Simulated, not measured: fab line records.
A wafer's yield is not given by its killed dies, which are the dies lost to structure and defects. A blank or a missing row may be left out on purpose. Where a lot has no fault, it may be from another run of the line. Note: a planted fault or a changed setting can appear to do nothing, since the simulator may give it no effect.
Which tool was responsible? / flow nand harc / 45 wafers from 15 lots sampled at 4 of the route's 1159 steps

== WHAT EACH GAUGE READ, for each wafer ==
No reading from a measuring or inspecting step in the record can be judged against a usual standard deviation.

== TOOL THAT RAN EACH LOT (tool first, then ch and the chambers of the sampled wafers, then the start) ==
lot=L523; NHARC_A_STAIRCASE_HM_OPEN_460=rie diel-12 ch 0,1, day 11 17:02 or earlier; NHARC_A_STAIRCASE_ETCH_313=rie diel-12 ch 0,2, day 11 17:02; NHARC_A_STAIRCASE_ALD_415=ald hk-04 ch 1,3, day 11 19:50; NHARC_A_STAIRCASE_ETCHBACK_416=rie diel-08 ch 1,2,3, no start
lot=L524; NHARC_A_STAIRCASE_HM_OPEN_460=rie diel-08 ch 1,3, day 12 04:01 or earlier; NHARC_A_STAIRCASE_ETCH_313=rie diel-08 ch 1,2, day 12 04:01; NHARC_A_STAIRCASE_ALD_415=ald hk-02 ch 0,1,2, day 12 05:47; NHARC_A_STAIRCASE_ETCHBACK_416=rie diel-06 ch 0,1,3, no start
lot=L525; NHARC_A_STAIRCASE_HM_OPEN_460=rie diel-12 ch 0,1,2, day 12 13:47 or earlier; NHARC_A_STAIRCASE_ETCH_313=rie diel-12 ch 0,1, day 12 13:47; NHARC_A_STAIRCASE_ALD_415=ald hk-02 ch 1,2, day 12 15:53; NHARC_A_STAIRCASE_ETCHBACK_416=rie diel-06 ch 0,1,3, no start
lot=L527; NHARC_A_STAIRCASE_HM_OPEN_460=rie diel-08 ch 0,2, day 12 17:10 or earlier; NHARC_A_STAIRCASE_ETCH_313=rie diel-12 ch 1,2,3, day 12 17:10; NHARC_A_STAIRCASE_ALD_415=ald hk-04 ch 1,2,3, day 12 19:53; NHARC_A_STAIRCASE_ETCHBACK_416=rie diel-06 ch 1,2,3, no start
lot=L530; NHARC_A_STAIRCASE_HM_OPEN_460=rie diel-12 ch 0,1,3, day 13 07:11 or earlier; NHARC_A_STAIRCASE_ETCH_313=rie diel-08 ch 0,2, day 13 07:11; NHARC_A_STAIRCASE_ALD_415=ald hk-04 ch 0,1,3, day 13 10:19; NHARC_A_STAIRCASE_ETCHBACK_416=rie diel-12 ch 0,1, no start
lot=L529; NHARC_A_STAIRCASE_HM_OPEN_460=rie diel-12 ch 0,2, day 13 08:49 or earlier; NHARC_A_STAIRCASE_ETCH_313=rie diel-06 ch 0,1,2, day 13 08:49; NHARC_A_STAIRCASE_ALD_415=ald hk-01 ch 0,1,3, day 13 11:23; NHARC_A_STAIRCASE_ETCHBACK_416=rie diel-06 ch 0,1,3, no start
lot=L528; NHARC_A_STAIRCASE_HM_OPEN_460=rie diel-12 ch 0,1, day 13 10:19 or earlier; NHARC_A_STAIRCASE_ETCH_313=rie diel-06 ch 0,3, day 13 10:19; NHARC_A_STAIRCASE_ALD_415=ald hk-04 ch 2,3, day 13 12:25; NHARC_A_STAIRCASE_ETCHBACK_416=rie diel-06 ch 0,2,3, no start
lot=L537; NHARC_A_STAIRCASE_HM_OPEN_460=rie diel-06 ch 0,1, day 15 11:23 or earlier; NHARC_A_STAIRCASE_ETCH_313=rie diel-08 ch 0,2,3, day 15 11:23; NHARC_A_STAIRCASE_ALD_415=ald hk-02 ch 1,3, day 15 13:15; NHARC_A_STAIRCASE_ETCHBACK_416=rie diel-06 ch 0,3, no start
lot=L538; NHARC_A_STAIRCASE_HM_OPEN_460=rie diel-12 ch 0,1,3, day 15 19:12 or earlier; NHARC_A_STAIRCASE_ETCH_313=rie diel-12 ch 0,1,2, day 15 19:12; NHARC_A_STAIRCASE_ALD_415=ald hk-04 ch 0,1,2, day 15 20:59; NHARC_A_STAIRCASE_ETCHBACK_416=rie diel-08 ch 0,1,3, no start
lot=L539; NHARC_A_STAIRCASE_HM_OPEN_460=rie diel-12 ch 0,2,3, day 15 19:59 or earlier; NHARC_A_STAIRCASE_ETCH_313=rie diel-06 ch 0,2,3, day 15 19:59; NHARC_A_STAIRCASE_ALD_415=ald hk-02 ch 0,2, day 15 21:46; NHARC_A_STAIRCASE_ETCHBACK_416=rie diel-08 ch 0,1,3, no start
lot=L542; NHARC_A_STAIRCASE_HM_OPEN_460=rie diel-08 ch 0,3, day 16 11:16 or earlier; NHARC_A_STAIRCASE_ETCH_313=rie diel-12 ch 0,1,2, day 16 11:16; NHARC_A_STAIRCASE_ALD_415=ald hk-02 ch 0,1,2, day 16 13:37; NHARC_A_STAIRCASE_ETCHBACK_416=rie diel-08 ch 0,3, no start
lot=L541; NHARC_A_STAIRCASE_HM_OPEN_460=rie diel-08 ch 0,1,3, day 16 12:42 or earlier; NHARC_A_STAIRCASE_ETCH_313=rie diel-08 ch 0,2, day 16 12:42; NHARC_A_STAIRCASE_ALD_415=ald hk-01 ch 1,2,3, day 16 15:20; NHARC_A_STAIRCASE_ETCHBACK_416=rie diel-06 ch 1,2, no start
lot=L543; NHARC_A_STAIRCASE_HM_OPEN_460=rie diel-06 ch 0,1,3, day 16 15:55 or earlier; NHARC_A_STAIRCASE_ETCH_313=rie diel-06 ch 0,2,3, day 16 15:55; NHARC_A_STAIRCASE_ALD_415=ald hk-04 ch 1,2, day 16 17:40; NHARC_A_STAIRCASE_ETCHBACK_416=rie diel-06 ch 0,1,2, no start
lot=L544; NHARC_A_STAIRCASE_HM_OPEN_460=rie diel-06 ch 2,3, day 16 19:25 or earlier; NHARC_A_STAIRCASE_ETCH_313=rie diel-12 ch 1,2, day 16 19:25; NHARC_A_STAIRCASE_ALD_415=ald hk-02 ch 0,1,2, day 16 21:25; NHARC_A_STAIRCASE_ETCHBACK_416=rie diel-06 ch 1,2,3, no start
lot=L546; NHARC_A_STAIRCASE_HM_OPEN_460=rie diel-08 ch 1,2,3, day 17 06:38 or earlier; NHARC_A_STAIRCASE_ETCH_313=rie diel-08 ch 0,2,3, day 17 06:38; NHARC_A_STAIRCASE_ALD_415=ald hk-02 ch 0,2,3, day 17 08:25; NHARC_A_STAIRCASE_ETCHBACK_416=rie diel-12 ch 0,1,3, no start
- NHARC_A_STAIRCASE_HM_OPEN_460: chemistry O2/COS.
- NHARC_A_STAIRCASE_ETCH_313: etches the open film in CF4/CHF3.
- NHARC_A_STAIRCASE_ALD_415: deposits SiO2, target thk 30 nm, pulse time 6 s, ald cycles 300.
- NHARC_A_STAIRCASE_ETCHBACK_416: etches the open film in C4F8/O2/Ar, target depth 36 nm, time 7.2 s.

== WHAT THE TOOLS THEMSELVES READ (means of the sampled wafers that have a number; where no wafer has one, the mark that the record gives instead) ==
NHARC_A_STAIRCASE_HM_OPEN_460.
lot=L523; tool=rie diel-12; drypump motor current A (A)=6.0; oes product au (a.u.)=1.003; rf vpp V (V)=467.7; showerhead plenum p Torr (Torr)=3.15; throttle valve pct (%)=28.343
lot=L524; tool=rie diel-08; drypump motor current A (A)=5.2; oes product au (a.u.)=0.999; rf vpp V (V)=465.4; showerhead plenum p Torr (Torr)=3.01; throttle valve pct (%)=28.330
lot=L525; tool=rie diel-12; drypump motor current A (A)=5.7; oes product au (a.u.)=1.008; rf vpp V (V)=466.7; showerhead plenum p Torr (Torr)=3.11; throttle valve pct (%)=28.326
lot=L527; tool=rie diel-08; drypump motor current A (A)=5.8; oes product au (a.u.)=1.002; rf vpp V (V)=464.7; showerhead plenum p Torr (Torr)=3.03; throttle valve pct (%)=28.327
lot=L530; tool=rie diel-12; drypump motor current A (A)=5.9; oes product au (a.u.)=1.011; rf vpp V (V)=468.6; showerhead plenum p Torr (Torr)=3.16; throttle valve pct (%)=28.337
lot=L529; tool=rie diel-12; drypump motor current A (A)=5.4; oes product au (a.u.)=1.000; rf vpp V (V)=466.3; showerhead plenum p Torr (Torr)=3.08; throttle valve pct (%)=28.322
lot=L528; tool=rie diel-12; drypump motor current A (A)=6.0; oes product au (a.u.)=1.004; rf vpp V (V)=467.4; showerhead plenum p Torr (Torr)=3.14; throttle valve pct (%)=28.337
lot=L537; tool=rie diel-06; drypump motor current A (A)=6.1; oes product au (a.u.)=1.002; rf vpp V (V)=463.7; showerhead plenum p Torr (Torr)=3.00; throttle valve pct (%)=28.332
lot=L538; tool=rie diel-12; drypump motor current A (A)=5.9; oes product au (a.u.)=0.999; rf vpp V (V)=467.8; showerhead plenum p Torr (Torr)=3.15; throttle valve pct (%)=28.335
lot=L539; tool=rie diel-12; drypump motor current A (A)=5.7; oes product au (a.u.)=1.006; rf vpp V (V)=466.3; showerhead plenum p Torr (Torr)=3.12; throttle valve pct (%)=28.326
lot=L542; tool=rie diel-08; drypump motor current A (A)=5.6; oes product au (a.u.)=0.996; rf vpp V (V)=468.0; showerhead plenum p Torr (Torr)=3.13; throttle valve pct (%)=28.324
lot=L541; tool=rie diel-08; drypump motor current A (A)=5.6; oes product au (a.u.)=1.000; rf vpp V (V)=465.5; showerhead plenum p Torr (Torr)=3.09; throttle valve pct (%)=28.334
lot=L543; tool=rie diel-06; drypump motor current A (A)=5.8; oes product au (a.u.)=0.992; rf vpp V (V)=467.6; showerhead plenum p Torr (Torr)=3.13; throttle valve pct (%)=28.333
lot=L544; tool=rie diel-06; drypump motor current A (A)=5.7; oes product au (a.u.)=1.003; rf vpp V (V)=470.7; showerhead plenum p Torr (Torr)=3.28; throttle valve pct (%)=28.337
lot=L546; tool=rie diel-08; drypump motor current A (A)=5.5; oes product au (a.u.)=1.005; rf vpp V (V)=464.1; showerhead plenum p Torr (Torr)=2.98; throttle valve pct (%)=28.326

NHARC_A_STAIRCASE_ETCH_313.
lot=L523; tool=rie diel-12; drypump motor current A (A)=5.8; oes product au (a.u.)=0.929; rf vpp V (V)=371.5; showerhead plenum p Torr (Torr)=1.60; throttle valve pct (%)=16.812
lot=L524; tool=rie diel-08; drypump motor current A (A)=5.7; oes product au (a.u.)=0.925; rf vpp V (V)=367.9; showerhead plenum p Torr (Torr)=1.51; throttle valve pct (%)=16.801
lot=L525; tool=rie diel-12; drypump motor current A (A)=6.0; oes product au (a.u.)=0.923; rf vpp V (V)=372.0; showerhead plenum p Torr (Torr)=1.58; throttle valve pct (%)=16.800
lot=L527; tool=rie diel-12; drypump motor current A (A)=5.6; oes product au (a.u.)=0.948; rf vpp V (V)=369.5; showerhead plenum p Torr (Torr)=1.54; throttle valve pct (%)=16.800
lot=L530; tool=rie diel-08; drypump motor current A (A)=5.9; oes product au (a.u.)=0.968; rf vpp V (V)=370.4; showerhead plenum p Torr (Torr)=1.58; throttle valve pct (%)=16.797
lot=L529; tool=rie diel-06; drypump motor current A (A)=5.9; oes product au (a.u.)=0.957; rf vpp V (V)=370.9; showerhead plenum p Torr (Torr)=1.57; throttle valve pct (%)=16.801
lot=L528; tool=rie diel-06; drypump motor current A (A)=5.5; oes product au (a.u.)=0.950; rf vpp V (V)=374.0; showerhead plenum p Torr (Torr)=1.65; throttle valve pct (%)=16.802
lot=L537; tool=rie diel-08; drypump motor current A (A)=5.5; oes product au (a.u.)=0.950; rf vpp V (V)=369.7; showerhead plenum p Torr (Torr)=1.53; throttle valve pct (%)=16.799
lot=L538; tool=rie diel-12; drypump motor current A (A)=5.8; oes product au (a.u.)=0.925; rf vpp V (V)=370.6; showerhead plenum p Torr (Torr)=1.56; throttle valve pct (%)=16.810
lot=L539; tool=rie diel-06; drypump motor current A (A)=5.6; oes product au (a.u.)=0.924; rf vpp V (V)=373.8; showerhead plenum p Torr (Torr)=1.63; throttle valve pct (%)=16.804
lot=L542; tool=rie diel-12; drypump motor current A (A)=5.8; oes product au (a.u.)=0.929; rf vpp V (V)=370.1; showerhead plenum p Torr (Torr)=1.56; throttle valve pct (%)=16.809
lot=L541; tool=rie diel-08; drypump motor current A (A)=5.8; oes product au (a.u.)=0.924; rf vpp V (V)=369.6; showerhead plenum p Torr (Torr)=1.52; throttle valve pct (%)=16.801
lot=L543; tool=rie diel-06; drypump motor current A (A)=5.6; oes product au (a.u.)=0.927; rf vpp V (V)=372.3; showerhead plenum p Torr (Torr)=1.63; throttle valve pct (%)=16.801
lot=L544; tool=rie diel-12; drypump motor current A (A)=5.7; oes product au (a.u.)=0.977; rf vpp V (V)=368.8; showerhead plenum p Torr (Torr)=1.53; throttle valve pct (%)=16.800
lot=L546; tool=rie diel-08; drypump motor current A (A)=5.5; oes product au (a.u.)=0.931; rf vpp V (V)=369.2; showerhead plenum p Torr (Torr)=1.52; throttle valve pct (%)=16.806

NHARC_A_STAIRCASE_ALD_415.
lot=L523; tool=ald hk-04; heater power outer w (W)=260; heater power w (W)=470; precursor pulse height rel=1.014
lot=L524; tool=ald hk-02; heater power outer w (W)=270; heater power w (W)=465; precursor pulse height rel=1.001
lot=L525; tool=ald hk-02; heater power outer w (W)=256; heater power w (W)=440; precursor pulse height rel=0.992
lot=L527; tool=ald hk-04; heater power outer w (W)=-; heater power w (W)=-; precursor pulse height rel=-
lot=L530; tool=ald hk-04; heater power outer w (W)=-; heater power w (W)=-; precursor pulse height rel=-
lot=L529; tool=ald hk-01; heater power outer w (W)=-; heater power w (W)=-; precursor pulse height rel=-
lot=L528; tool=ald hk-04; heater power outer w (W)=276; heater power w (W)=477; precursor pulse height rel=0.998
lot=L537; tool=ald hk-02; heater power outer w (W)=243; heater power w (W)=426; precursor pulse height rel=1.002
lot=L538; tool=ald hk-04; heater power outer w (W)=271; heater power w (W)=474; precursor pulse height rel=1.000
lot=L539; tool=ald hk-02; heater power outer w (W)=280; heater power w (W)=475; precursor pulse height rel=0.995
lot=L542; tool=ald hk-02; heater power outer w (W)=257; heater power w (W)=459; precursor pulse height rel=0.996
lot=L541; tool=ald hk-01; heater power outer w (W)=252; heater power w (W)=468; precursor pulse height rel=1.007
lot=L543; tool=ald hk-04; heater power outer w (W)=256; heater power w (W)=462; precursor pulse height rel=1.004
lot=L544; tool=ald hk-02; heater power outer w (W)=264; heater power w (W)=456; precursor pulse height rel=1.005
lot=L546; tool=ald hk-02; heater power outer w (W)=271; heater power w (W)=477; precursor pulse height rel=0.999

NHARC_A_STAIRCASE_ETCHBACK_416.
lot=L523; tool=rie diel-08; oes product au (a.u.)=0.94; rf vpp V (V)=719
lot=L524; tool=rie diel-06; oes product au (a.u.)=1.00; rf vpp V (V)=724
lot=L525; tool=rie diel-06; oes product au (a.u.)=0.92; rf vpp V (V)=724
lot=L527; tool=rie diel-06; oes product au (a.u.)=0.92; rf vpp V (V)=725
lot=L530; tool=rie diel-12; oes product au (a.u.)=0.92; rf vpp V (V)=724
lot=L529; tool=rie diel-06; oes product au (a.u.)=0.93; rf vpp V (V)=723
lot=L528; tool=rie diel-06; oes product au (a.u.)=0.92; rf vpp V (V)=727
lot=L537; tool=rie diel-06; oes product au (a.u.)=0.92; rf vpp V (V)=727
lot=L538; tool=rie diel-08; oes product au (a.u.)=1.01; rf vpp V (V)=723
lot=L539; tool=rie diel-08; oes product au (a.u.)=0.92; rf vpp V (V)=723
lot=L542; tool=rie diel-08; oes product au (a.u.)=0.92; rf vpp V (V)=720
lot=L541; tool=rie diel-06; oes product au (a.u.)=0.92; rf vpp V (V)=724
lot=L543; tool=rie diel-06; oes product au (a.u.)=0.93; rf vpp V (V)=722
lot=L544; tool=rie diel-06; oes product au (a.u.)=0.99; rf vpp V (V)=725
lot=L546; tool=rie diel-12; oes product au (a.u.)=1.01; rf vpp V (V)=724

== THE ANSWER, worked out from the rows above alone ==
Rule: usual is defined by the lots themselves. The widest of any qualifying gaps counts: lots, ordered by their means at a reading, are off when they make up no more than a third of the lots, leave a main group of 4 or more, and stand apart from it by 3 or more times the standard deviation of that group's means. Not used: any main group whose means are identical at the precision the tables above print for the reading. Also off: a lot with no number at a reading for which 4 or more lots have one. Any other lot the step has rows for is counted as sound. First the gauges in route order, then the tools' own readings, where a lot's mean is used as printed above. The first step at which some lot is off is used, and at that step the reading that is off furthest; a lot without a number counts as furthest.
Off: L527, L530, L529 (NHARC_A_STAIRCASE_ALD_415, heater power outer w). Without a number there: L527, L530, L529. For the main group the mean is 263 W and the standard deviation 10.
If a tool, at that step or one of the process steps before it, ran each lot that is off and ran no sound lot following the first of them, it fits. NHARC_A_STAIRCASE_HM_OPEN_460 gives no start for some lots, so the hours and the order of its lots are those of NHARC_A_STAIRCASE_ETCH_313. None of those tried fits.

== WHAT THE SIMULATOR PUT IN ==
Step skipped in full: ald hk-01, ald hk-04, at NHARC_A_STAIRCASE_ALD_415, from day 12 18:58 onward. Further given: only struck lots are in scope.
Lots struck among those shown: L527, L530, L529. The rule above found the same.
